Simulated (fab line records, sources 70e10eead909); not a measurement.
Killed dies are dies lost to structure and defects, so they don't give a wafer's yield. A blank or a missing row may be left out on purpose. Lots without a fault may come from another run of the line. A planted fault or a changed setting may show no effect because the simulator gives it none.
Chamber matching | flow nand_harc | NHARC_P_CONTACT_ALD_22 on ald_metal-01: 4 sister chambers
The step deposits TiN, target thk 3 nm, pulse time 1 s, ald cycles 150. 18 wafers are shown with their chamber, then 9 later ones without.

WAFERS WITH THEIR CHAMBER
wafer  | chamber | heater_power_w (W) | precursor_pulse_height_rel
L074.1 | 2       | 1071               | 0.967
L074.4 | 3       | 1018               | 0.982
L074.6 | 2       | 1094               | 1.024
L078.2 | 2       | 1108               | 1.005
L078.5 | 0       | 1065               | 0.975
L078.6 | 3       | 1055               | 1.035
L082.1 | 2       | 1008               | 1.025
L082.2 | 1       | 1117               | 1.018
L082.6 | 3       | 1046               | 1.016
L085.2 | 2       | 1060               | 1.013
L085.4 | 3       | 1057               | 0.996
L085.6 | 2       | 1049               | 1.005
L087.1 | 1       | 1128               | 0.997
L087.3 | 2       | 1046               | 1.007
L087.4 | 3       | 1076               | 1.054
L088.1 | 2       | 1046               | 0.995
L088.3 | 0       | 1034               | 1.012
L088.4 | 1       | 1087               | 0.996

SIGNATURES (means of the wafers above)
reading                    | chamber 0 | chamber 1 | chamber 2 | chamber 3 | scatter within a chamber
heater_power_w             | 1049.50   | 1110.67   | 1060.25   | 1050.40   | 26.7
precursor_pulse_height_rel | 0.99350   | 1.00367   | 1.00513   | 1.01660   | 0.0219
Rule: a wafer's distance from a chamber is the root of the sum, over the readings, of the square of ((its reading less the chamber's mean) divided by the reading's scatter). The wafer belongs to the nearest chamber; if the next one is less than 2 further off, it can't be placed. The scatter: the root of (the sum of the squares of (reading less its chamber's mean) over the shown wafers, divided by (wafers less chambers)).

WAFERS WITHOUT THEIR CHAMBER
wafer  | heater_power_w (W) | precursor_pulse_height_rel
L090.1 | 1057               | 1.011
L090.3 | 1071               | 1.018
L090.4 | 1031               | 1.039
L092.1 | 1031               | 0.982
L092.2 | 1098               | 0.982
L092.5 | 1037               | 0.979
L094.1 | 1029               | 1.025
L094.2 | 1066               | 1.000
L094.5 | 1055               | 0.960

WHICH CHAMBER EACH WENT THROUGH
wafer  | from the rows above               | in truth
L090.1 | can't be placed: 2 or 3 or 0 or 1 | 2
L090.3 | can't be placed: 2 or 3 or 0 or 1 | 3
L090.4 | can't be placed: 3 or 2 or 0      | 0
L092.1 | can't be placed: 0 or 2 or 3      | 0
L092.2 | can't be placed: 1 or 2 or 0 or 3 | 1
L092.5 | can't be placed: 0 or 2 or 3      | 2
L094.1 | can't be placed: 3 or 2 or 0      | 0
L094.2 | can't be placed: 2 or 0 or 3 or 1 | 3
L094.5 | can't be placed: 0 or 2 or 3 or 1 | 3
Placed correctly: 0 of 9. Can't be placed from these rows: 9 (the true chamber is among the candidates in 9). Placed wrongly: 0.
